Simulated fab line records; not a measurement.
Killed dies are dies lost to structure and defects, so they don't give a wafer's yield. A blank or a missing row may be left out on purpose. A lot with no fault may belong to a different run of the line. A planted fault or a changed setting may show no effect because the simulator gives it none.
Matching of chambers + flow nand harc + NHARC_P_STI_ETCH_31 on rie diel-08 has 4 sister chambers
The step etches the open film in CF4/CHF3, target depth 108.9 nm, time 54.5 s. 4 wafers are shown with their chamber, then 7 later ones without.

WAFERS PAIRED WITH THEIR CHAMBERS
| wafer  | chamber | rf vpp V (V) |
|--------|---------|--------------|
| L497.5 | 3       | 368.0        |
| L508.6 | 0       | 374.9        |
| L509.1 | 1       | 374.6        |
| L509.3 | 2       | 371.4        |

WAFERS WITHOUT THEIR CHAMBER
| wafer  | rf vpp V (V) |
|--------|--------------|
| L509.4 | 374.5        |
| L512.2 | 371.2        |
| L512.3 | 374.1        |
| L512.6 | 373.6        |
| L513.2 | 373.7        |
| L513.3 | 372.0        |
| L513.6 | 372.8        |

CHAMBER TAKEN BY EACH
| wafer  | from the rows above          | in truth |
|--------|------------------------------|----------|
| L509.4 | can't be placed: 1 or 0      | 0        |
| L512.2 | 2                            | 2        |
| L512.3 | can't be placed: 1 or 0      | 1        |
| L512.6 | can't be placed: 1 or 0 or 2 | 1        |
| L513.2 | can't be placed: 1 or 0 or 2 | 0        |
| L513.3 | 2                            | 2        |
| L513.6 | can't be placed: 2 or 1 or 0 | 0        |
Correctly placed: 2 of 7. Unplaceable from these rows: 5, with the true chamber sitting among the candidates in 5. Wrongly placed: 0.
How it was worked out, from the rows above alone: a wafer's distance from a chamber is the root of the sum, over the readings, of the square of ((its reading less the chamber's mean) divided by the reading's scatter). The wafer belongs to the nearest chamber; if the next one is less than 2 further off, it can't be placed. The mean given for a chamber averages the wafers shown for that chamber. The scatter (one wafer shown for each chamber): square how far every hidden wafer sits from the nearest shown wafer, average those squares and take the square root.
